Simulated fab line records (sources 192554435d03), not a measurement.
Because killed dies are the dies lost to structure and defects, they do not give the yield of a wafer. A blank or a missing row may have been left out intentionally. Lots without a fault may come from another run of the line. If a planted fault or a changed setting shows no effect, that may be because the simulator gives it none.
Split-lot study / flow n5 finfet / 39 wafers read from 7 lots, route of 1938 steps

THE SPLIT
At N5_WELL_APT_EPI_41 (deposits Si from SiH4/H2, target thk 50 nm, time 297.7 s), the setting time s was moved away from the recipe's 297.7 s on 12 of the 39 wafers read, by -4.9% to +6.6%. All remaining wafers had this setting at the recipe value.

Reading taken at the split's own step.

THE READING
Si_of_WELL_APT_EPI_41.thk nm (the simulator's own value, which no gauge read), in nm, at N5_WELL_APT_EPI_41 (deposits Si from SiH4/H2, target thk 50 nm, time 297.7 s). There is no usual value for it anywhere in the file. Average 49.70 nm, standard deviation 0.5 nm, over the 27 wafers here run with the recipe.

wafer=L074.1; tool, chamber at the split=epi rpcvd-03, 0; time s as run, s=290.1; against the recipe=-2.6%; Si_of_WELL_APT_EPI_41.thk nm, nm=49.2; against lot-mates on the recipe=-1.15
wafer=L074.2; tool, chamber at the split=epi rpcvd-03, 0; time s as run, s=297.7; against the recipe=recipe; Si_of_WELL_APT_EPI_41.thk nm, nm=50.19; against lot-mates on the recipe=-
wafer=L074.3; tool, chamber at the split=epi rpcvd-03, 0; time s as run, s=297.7; against the recipe=recipe; Si_of_WELL_APT_EPI_41.thk nm, nm=50.44; against lot-mates on the recipe=-
wafer=L074.4; tool, chamber at the split=epi rpcvd-03, 0; time s as run, s=297.7; against the recipe=recipe; Si_of_WELL_APT_EPI_41.thk nm, nm=50.43; against lot-mates on the recipe=-
wafer=L074.5; tool, chamber at the split=epi rpcvd-03, 0; time s as run, s=290.1; against the recipe=-2.6%; Si_of_WELL_APT_EPI_41.thk nm, nm=48.6; against lot-mates on the recipe=-1.75
wafer=L074.6; tool, chamber at the split=epi rpcvd-03, 0; time s as run, s=290.1; against the recipe=-2.6%; Si_of_WELL_APT_EPI_41.thk nm, nm=49.04; against lot-mates on the recipe=-1.31
wafer=L075.1; tool, chamber at the split=epi rpcvd-03, 0; time s as run, s=297.7; against the recipe=recipe; Si_of_WELL_APT_EPI_41.thk nm, nm=49.85; against lot-mates on the recipe=-
wafer=L075.2; tool, chamber at the split=epi rpcvd-03, 0; time s as run, s=297.7; against the recipe=recipe; Si_of_WELL_APT_EPI_41.thk nm, nm=49.06; against lot-mates on the recipe=-
wafer=L075.3; tool, chamber at the split=epi rpcvd-03, 0; time s as run, s=297.7; against the recipe=recipe; Si_of_WELL_APT_EPI_41.thk nm, nm=49.23; against lot-mates on the recipe=-
wafer=L076.1; tool, chamber at the split=epi rpcvd-03, 0; time s as run, s=297.7; against the recipe=recipe; Si_of_WELL_APT_EPI_41.thk nm, nm=48.83; against lot-mates on the recipe=-
wafer=L076.2; tool, chamber at the split=epi rpcvd-03, 0; time s as run, s=297.7; against the recipe=recipe; Si_of_WELL_APT_EPI_41.thk nm, nm=48.95; against lot-mates on the recipe=-
wafer=L076.3; tool, chamber at the split=epi rpcvd-03, 0; time s as run, s=317.2; against the recipe=+6.6%; Si_of_WELL_APT_EPI_41.thk nm, nm=52.26; against lot-mates on the recipe=+3.32
wafer=L076.4; tool, chamber at the split=epi rpcvd-03, 0; time s as run, s=297.7; against the recipe=recipe; Si_of_WELL_APT_EPI_41.thk nm, nm=49.03; against lot-mates on the recipe=-
wafer=L076.5; tool, chamber at the split=epi rpcvd-03, 0; time s as run, s=317.2; against the recipe=+6.6%; Si_of_WELL_APT_EPI_41.thk nm, nm=52.25; against lot-mates on the recipe=+3.31
wafer=L076.6; tool, chamber at the split=epi rpcvd-03, 0; time s as run, s=317.2; against the recipe=+6.6%; Si_of_WELL_APT_EPI_41.thk nm, nm=52.1; against lot-mates on the recipe=+3.16
wafer=L078.1; tool, chamber at the split=epi rpcvd-01, 0; time s as run, s=297.7; against the recipe=recipe; Si_of_WELL_APT_EPI_41.thk nm, nm=49.6; against lot-mates on the recipe=-
wafer=L078.2; tool, chamber at the split=epi rpcvd-01, 0; time s as run, s=297.7; against the recipe=recipe; Si_of_WELL_APT_EPI_41.thk nm, nm=49.34; against lot-mates on the recipe=-
wafer=L078.3; tool, chamber at the split=epi rpcvd-01, 0; time s as run, s=297.7; against the recipe=recipe; Si_of_WELL_APT_EPI_41.thk nm, nm=49.95; against lot-mates on the recipe=-
wafer=L078.4; tool, chamber at the split=epi rpcvd-01, 0; time s as run, s=297.7; against the recipe=recipe; Si_of_WELL_APT_EPI_41.thk nm, nm=50.09; against lot-mates on the recipe=-
wafer=L078.5; tool, chamber at the split=epi rpcvd-01, 0; time s as run, s=297.7; against the recipe=recipe; Si_of_WELL_APT_EPI_41.thk nm, nm=50.02; against lot-mates on the recipe=-
wafer=L078.6; tool, chamber at the split=epi rpcvd-01, 0; time s as run, s=297.7; against the recipe=recipe; Si_of_WELL_APT_EPI_41.thk nm, nm=49.59; against lot-mates on the recipe=-
wafer=L085.1; tool, chamber at the split=epi rpcvd-01, 0; time s as run, s=297.7; against the recipe=recipe; Si_of_WELL_APT_EPI_41.thk nm, nm=49.67; against lot-mates on the recipe=-
wafer=L085.2; tool, chamber at the split=epi rpcvd-01, 0; time s as run, s=283.2; against the recipe=-4.9%; Si_of_WELL_APT_EPI_41.thk nm, nm=47.05; against lot-mates on the recipe=-2.31
wafer=L085.3; tool, chamber at the split=epi rpcvd-01, 0; time s as run, s=297.7; against the recipe=recipe; Si_of_WELL_APT_EPI_41.thk nm, nm=49.1; against lot-mates on the recipe=-
wafer=L085.4; tool, chamber at the split=epi rpcvd-01, 0; time s as run, s=283.2; against the recipe=-4.9%; Si_of_WELL_APT_EPI_41.thk nm, nm=47.09; against lot-mates on the recipe=-2.27
wafer=L085.5; tool, chamber at the split=epi rpcvd-01, 0; time s as run, s=283.2; against the recipe=-4.9%; Si_of_WELL_APT_EPI_41.thk nm, nm=47.26; against lot-mates on the recipe=-2.10
wafer=L085.6; tool, chamber at the split=epi rpcvd-01, 0; time s as run, s=297.7; against the recipe=recipe; Si_of_WELL_APT_EPI_41.thk nm, nm=49.31; against lot-mates on the recipe=-
wafer=L092.1; tool, chamber at the split=epi rpcvd-03, 0; time s as run, s=297.7; against the recipe=recipe; Si_of_WELL_APT_EPI_41.thk nm, nm=49.76; against lot-mates on the recipe=-
wafer=L092.2; tool, chamber at the split=epi rpcvd-03, 0; time s as run, s=297.7; against the recipe=recipe; Si_of_WELL_APT_EPI_41.thk nm, nm=49.59; against lot-mates on the recipe=-
wafer=L092.3; tool, chamber at the split=epi rpcvd-03, 0; time s as run, s=297.7; against the recipe=recipe; Si_of_WELL_APT_EPI_41.thk nm, nm=49.6; against lot-mates on the recipe=-
wafer=L092.4; tool, chamber at the split=epi rpcvd-03, 0; time s as run, s=297.7; against the recipe=recipe; Si_of_WELL_APT_EPI_41.thk nm, nm=50.19; against lot-mates on the recipe=-
wafer=L092.5; tool, chamber at the split=epi rpcvd-03, 0; time s as run, s=297.7; against the recipe=recipe; Si_of_WELL_APT_EPI_41.thk nm, nm=49.54; against lot-mates on the recipe=-
wafer=L092.6; tool, chamber at the split=epi rpcvd-03, 0; time s as run, s=297.7; against the recipe=recipe; Si_of_WELL_APT_EPI_41.thk nm, nm=49.27; against lot-mates on the recipe=-
wafer=L095.1; tool, chamber at the split=epi rpcvd-02, 0; time s as run, s=316.3; against the recipe=+6.2%; Si_of_WELL_APT_EPI_41.thk nm, nm=53.88; against lot-mates on the recipe=+3.47
wafer=L095.2; tool, chamber at the split=epi rpcvd-02, 0; time s as run, s=316.3; against the recipe=+6.2%; Si_of_WELL_APT_EPI_41.thk nm, nm=53.39; against lot-mates on the recipe=+2.98
wafer=L095.3; tool, chamber at the split=epi rpcvd-02, 0; time s as run, s=297.7; against the recipe=recipe; Si_of_WELL_APT_EPI_41.thk nm, nm=50.31; against lot-mates on the recipe=-
wafer=L095.4; tool, chamber at the split=epi rpcvd-02, 0; time s as run, s=316.3; against the recipe=+6.2%; Si_of_WELL_APT_EPI_41.thk nm, nm=53.67; against lot-mates on the recipe=+3.26
wafer=L095.5; tool, chamber at the split=epi rpcvd-02, 0; time s as run, s=297.7; against the recipe=recipe; Si_of_WELL_APT_EPI_41.thk nm, nm=50.48; against lot-mates on the recipe=-
wafer=L095.6; tool, chamber at the split=epi rpcvd-02, 0; time s as run, s=297.7; against the recipe=recipe; Si_of_WELL_APT_EPI_41.thk nm, nm=50.45; against lot-mates on the recipe=-

THE FIT
A straight line over all 39 wafers: Si_of_WELL_APT_EPI_41.thk nm changes by +0.493 nm for each +1% of time s; r = +0.93; the points scatter about the line by 0.56 nm.
The same after taking each lot's own level away (the mean of its wafers on the recipe; 39 wafers): +0.499 nm for each +1%; r = +0.99; scatter 0.24 nm.
On that fit, the largest move of time s shifts the reading by 3.3 nm.
The lots' own levels span 48.937 to 50.413 nm, that is 3.0 times the standard deviation above.
So the lot-to-lot level changes the slope little: the two slopes agree.
Check: for one of the wafers moved furthest among these (+6.6%), held out of the fit, the line's prediction against its lot-mates is +3.27 nm. It came out at +3.32 nm against them.

FILE'S OWN FIT
Si_of_WELL_APT_EPI_41.thk nm changes by +0.5 nm for each +1% of time s, r = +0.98.
